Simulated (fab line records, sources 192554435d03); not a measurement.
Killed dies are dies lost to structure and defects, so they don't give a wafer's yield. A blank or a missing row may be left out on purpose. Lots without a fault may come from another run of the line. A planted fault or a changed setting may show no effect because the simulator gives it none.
A struck lot beside a sound one | flow n5_finfet | 36 steps out of a route of 1938
Sound: wafers L421.1, L421.2, L421.5. Struck: wafers L439.3, L439.5, L439.6. The cause comes at the end.
At each step with rows: each side's tool, then ch and its chambers, then its first start. Under that, the readings that differ: sound wafers | struck wafers | difference of the means | sigmas: that difference in standard deviations of wafers without a fault.
alike: readings whose means differ by less than 2 such deviations, and words and numbers that are the same on both sides. not compared: withheld readings, readings that some wafer has no value for, bounds like >300 that may hide the same value, and numbers for which the record gives no deviation and whose values overlap.
The two part at a step that has a row with sigmas, a row that says differs or no value, or rows on one side only. Numbers that don't overlap but have no deviation are shown without sigmas and don't part them. A reading that every wafer of one side lacks parts them only if that side has two wafers or more.

first, 9 steps without rows for these wafers: N5_WELL_APT_HMDS_18 (time 60 s); N5_WELL_APT_COAT_19 (resist thk 950 nm); N5_WELL_APT_EBR_21; N5_WELL_APT_SOFTBAKE_20 (time 60 s); N5_WELL_APT_EXPOSE_22 (exposes mask PWELL, defocus 0 nm, target cd 200 nm); N5_WELL_APT_PEB_23 (peb time 90 s); N5_WELL_APT_DEVELOP_24 (develop time 45 s); N5_WELL_APT_HARDBAKE_29 (time 120 s); N5_WELL_APT_DESCUM_30 (chemistry O2, time 7.9 s).
N5_WELL_APT_IMPLANT_31:
  sound on implanter-01 ch 0, day 2 03:29; struck on implanter-02 ch 0, day 6 15:25
  reading                   | sound                | struck               | difference | sigmas
  beam_energy_keV           | 59.984 60.000 60.030 | 48.575 48.584 48.578 | -11.426    | -99 or more
  model.implant.rp_nm (nm)  | 188.3 188.3 188.3    | 157 157 157          | -31        |
  model.implant.drp_nm (nm) | 64.53 64.53 64.53    | 57.47 57.47 57.47    | -7.06      |
then, 25 steps without rows for these wafers: N5_WELL_APT_IMPLANT_32; N5_WELL_APT_STRIP_33 (strips in SPM, time 900 s); N5_WELL_APT_RTA_34 (time 10 s); N5_WELL_APT_OXIDE_STRIP_42 (strips SiO2 in dHF, time 45 s, target depth 12 nm); N5_WELL_APT_PRECLEAN_36 (cleans in O3/DIW, time 45 s); N5_WELL_APT_PRECLEAN_39 (cleans in dHF, time 60 s); N5_WELL_APT_SRD_37 (time 30 s); N5_WELL_APT_EPI_41 (deposits Si from SiH4/H2, target thk 50 nm, time 297.7 s); N5_PMOS_HMC_CHANNEL_EPI_HM_DEP_34 (deposits SiO2 from TEOS/O2, target thk 36 nm, time 6.9 s); N5_PMOS_HMC_CHANNEL_EPI_COAT_31 (time 60 s, resist thk 66 nm); N5_PMOS_HMC_CHANNEL_EPI_COAT_03 (resist thk 205 nm); N5_PMOS_HMC_CHANNEL_EPI_EBR_05; N5_PMOS_HMC_CHANNEL_EPI_SOFTBAKE_04 (time 60 s); N5_PMOS_HMC_CHANNEL_EPI_EXPOSE_06 (exposes mask PMOS HMC BLK, target cd 240 nm); N5_PMOS_HMC_CHANNEL_EPI_PEB_07 (peb time 60 s); N5_PMOS_HMC_CHANNEL_EPI_DEVELOP_08 (develop time 30 s); N5_PMOS_HMC_CHANNEL_EPI_DESCUM_14 (chemistry O2, time 7.9 s); N5_PMOS_HMC_CHANNEL_EPI_ETCH_32 (etches BARC in N2/H2, stops on SiO2, target depth 85.8 nm, time 50.3 s); N5_PMOS_HMC_CHANNEL_EPI_HM_OPEN_15 (chemistry CHF3/O2, target SiO2, target depth 40.6 nm, time 20.3 s); N5_PMOS_HMC_CHANNEL_EPI_STRIP_33 (strips in N2/H2); N5_PMOS_HMC_CHANNEL_EPI_STRIP_17 (strips in SPM, time 750 s); N5_PMOS_HMC_CHANNEL_EPI_ETCH_38 (etches SiO2 in CF4, target depth 1.5 nm); N5_PMOS_HMC_CHANNEL_EPI_FIN_RECESS_16 (chemistry HBr/Cl2, target Si, target depth 54 nm, time 18 s); N5_PMOS_HMC_CHANNEL_EPI_PRECLEAN_36 (cleans in O3/DIW, time 45 s); N5_PMOS_HMC_CHANNEL_EPI_PRECLEAN_18 (cleans in DHF, time 30 s).
-- the record jumps here: 7 days lie between the struck wafers' starts before and after (it left off in module PMOS_HMC_CHANNEL_EPI and takes up again in module BEOL_M4, whose first step shown is number 1111 of the route) --
N5_BEOL_M4_RC_MEAS_101:
  sound on prober-02 ch 0, day 8 00:37; struck on prober-02 ch 0, day 13 05:53
  reading           | sound          | struck         | difference | sigmas
  RS_PWELL (ohm/sq) | 3035 3040 3047 | 3330 3328 3309 | +282       | +12
  alike: DIBL_N, DIBL_P, IOFF_N, IOFF_P, ION_N, ION_P, SS_N, SS_P, VT_N, VT_P

WHERE THEY PART
First at N5_WELL_APT_IMPLANT_31; last, within this record, at N5_BEOL_M4_RC_MEAS_101.

WHY: what the simulator had put in
Process parameter drift: implanter-02, from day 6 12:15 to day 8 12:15, at N5_WELL_APT_IMPLANT_31. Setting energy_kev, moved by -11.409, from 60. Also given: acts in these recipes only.
